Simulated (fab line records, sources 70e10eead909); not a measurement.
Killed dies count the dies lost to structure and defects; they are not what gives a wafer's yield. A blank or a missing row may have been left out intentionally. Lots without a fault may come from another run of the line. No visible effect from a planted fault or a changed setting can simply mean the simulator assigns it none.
Matching of chambers / flow nand harc / NHARC_P_GATE_ETCH_32 on rie si-01 has 4 sister chambers
The step etches the open film in HBr/Cl2, target depth 150 nm, time 100.1 s. 4 wafers are shown with their chamber, then 7 later ones without.

## WAFERS, EACH WITH ITS CHAMBER
wafer=L161.5; chamber=1; drypump motor current A (A)=5.3
wafer=L171.6; chamber=2; drypump motor current A (A)=5.6
wafer=L173.2; chamber=3; drypump motor current A (A)=6.5
wafer=L173.4; chamber=0; drypump motor current A (A)=5.9

## WAFERS WITH NO CHAMBER GIVEN
wafer=L173.6; drypump motor current A (A)=5.5
wafer=L174.1; drypump motor current A (A)=6.5
wafer=L174.3; drypump motor current A (A)=5.3
wafer=L174.6; drypump motor current A (A)=5.3
wafer=L175.1; drypump motor current A (A)=5.9
wafer=L175.4; drypump motor current A (A)=5.6
wafer=L175.5; drypump motor current A (A)=5.6

## EACH ONE'S CHAMBER
wafer=L173.6; from the rows above=2; in truth=2
wafer=L174.1; from the rows above=3; in truth=3
wafer=L174.3; from the rows above=1; in truth=1
wafer=L174.6; from the rows above=1; in truth=1
wafer=L175.1; from the rows above=0; in truth=0
wafer=L175.4; from the rows above=2; in truth=2
wafer=L175.5; from the rows above=2; in truth=2
Correctly placed: 7 of 7. From these rows, 0 cannot be placed. 0 placed wrongly.
How it was worked out, from the rows above alone: a wafer's distance from a chamber is the root of the sum, over the readings, of the square of ((its reading less the chamber's mean) divided by the reading's scatter). The wafer belongs to the nearest chamber; if the next one is less than 2 further off, it can't be placed. The mean given for a chamber averages the wafers shown for that chamber. The scatter: root of mean squared gap, hidden wafer to nearest shown wafer, with one shown wafer a chamber.
